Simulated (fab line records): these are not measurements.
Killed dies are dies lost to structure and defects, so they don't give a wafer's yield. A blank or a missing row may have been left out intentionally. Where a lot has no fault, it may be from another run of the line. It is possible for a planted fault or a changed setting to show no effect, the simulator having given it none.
Matching of chambers + flow nandHarc + NHARC_P_GATE_DESCUM_31 on rieDiel-09 has 4 sister chambers
The step chemistry O2, time 3 s. 16 wafers are shown with their chamber, then 8 later ones without.

## WAFERS PAIRED WITH THEIR CHAMBERS
| wafer  | chamber | showerheadPlenumPTorr (Torr) | drypumpMotorCurrentA (A) | oesProductAu (a.u.) |
|--------|---------|------------------------------|--------------------------|---------------------|
| L080.3 | 3       | 1.96                         | 6.1                      | 1.002               |
| L080.5 | 2       | 1.78                         | 6.0                      | 1.002               |
| L080.6 | 3       | 1.96                         | 6.1                      | 1.009               |
| L081.2 | 3       | 1.96                         | 6.1                      | 0.997               |
| L081.4 | 1       | 1.82                         | 5.5                      | 1.002               |
| L081.5 | 3       | 1.96                         | 6.1                      | 0.997               |
| L082.1 | 3       | 1.96                         | 6.1                      | 1.011               |
| L082.2 | 2       | 1.78                         | 6.0                      | 1.002               |
| L082.3 | 0       | 1.83                         | 5.8                      | 0.991               |
| L085.1 | 1       | 1.82                         | 5.5                      | 1.008               |
| L085.2 | 0       | 1.82                         | 5.7                      | 1.000               |
| L085.4 | 3       | 1.95                         | 6.1                      | 1.001               |
| L092.1 | 3       | 1.95                         | 6.1                      | 0.987               |
| L092.3 | 1       | 1.81                         | 5.5                      | 1.007               |
| L092.4 | 2       | 1.78                         | 6.0                      | 0.989               |
| L093.3 | 2       | 1.78                         | 6.0                      | 0.995               |

SIGNATURES (averages over the wafers above)
| reading               | chamber 0 | chamber 1 | chamber 2 | chamber 3 | scatter within a chamber |
|-----------------------|-----------|-----------|-----------|-----------|--------------------------|
| showerheadPlenumPTorr | 1.8250    | 1.8167    | 1.7800    | 1.9571    | 0.00465                  |
| drypumpMotorCurrentA  | 5.750     | 5.500     | 6.000     | 6.100     | 0.0204                   |
| oesProductAu          | 0.99550   | 1.00567   | 0.99700   | 1.00057   | 0.0069                   |
Rule: for each reading, subtract the chamber's mean from the wafer's reading, divide by that reading's scatter and square the result; add these up over the readings and take the root, which gives the wafer's distance from the chamber. The wafer belongs to the nearest chamber; if the next one is less than 2 further off, it can't be placed. The scatter: the root of (the sum of the squares of (reading less its chamber's mean) over the shown wafers, divided by (wafers less chambers)).

## WAFERS MISSING THEIR CHAMBER
| wafer  | showerheadPlenumPTorr (Torr) | drypumpMotorCurrentA (A) | oesProductAu (a.u.) |
|--------|------------------------------|--------------------------|---------------------|
| L093.5 | 1.81                         | 5.5                      | 1.000               |
| L093.6 | 1.77                         | 6.0                      | 1.007               |
| L095.3 | 1.77                         | 6.0                      | 0.986               |
| L095.5 | 1.82                         | 5.8                      | 0.995               |
| L095.6 | 1.95                         | 6.1                      | 0.994               |
| L096.1 | 1.95                         | 6.1                      | 0.993               |
| L096.2 | 1.81                         | 5.5                      | 1.003               |
| L096.4 | 1.77                         | 6.0                      | 0.994               |

## THE CHAMBER EACH PASSED THROUGH
| wafer  | from the rows above | in truth |
|--------|---------------------|----------|
| L093.5 | 1                   | 1        |
| L093.6 | 2                   | 2        |
| L095.3 | 2                   | 2        |
| L095.5 | 0                   | 0        |
| L095.6 | 3                   | 3        |
| L096.1 | 3                   | 3        |
| L096.2 | 1                   | 1        |
| L096.4 | 2                   | 2        |
Placed correctly: 8 of 8. From these rows, 0 cannot be placed. Placed wrongly: 0.
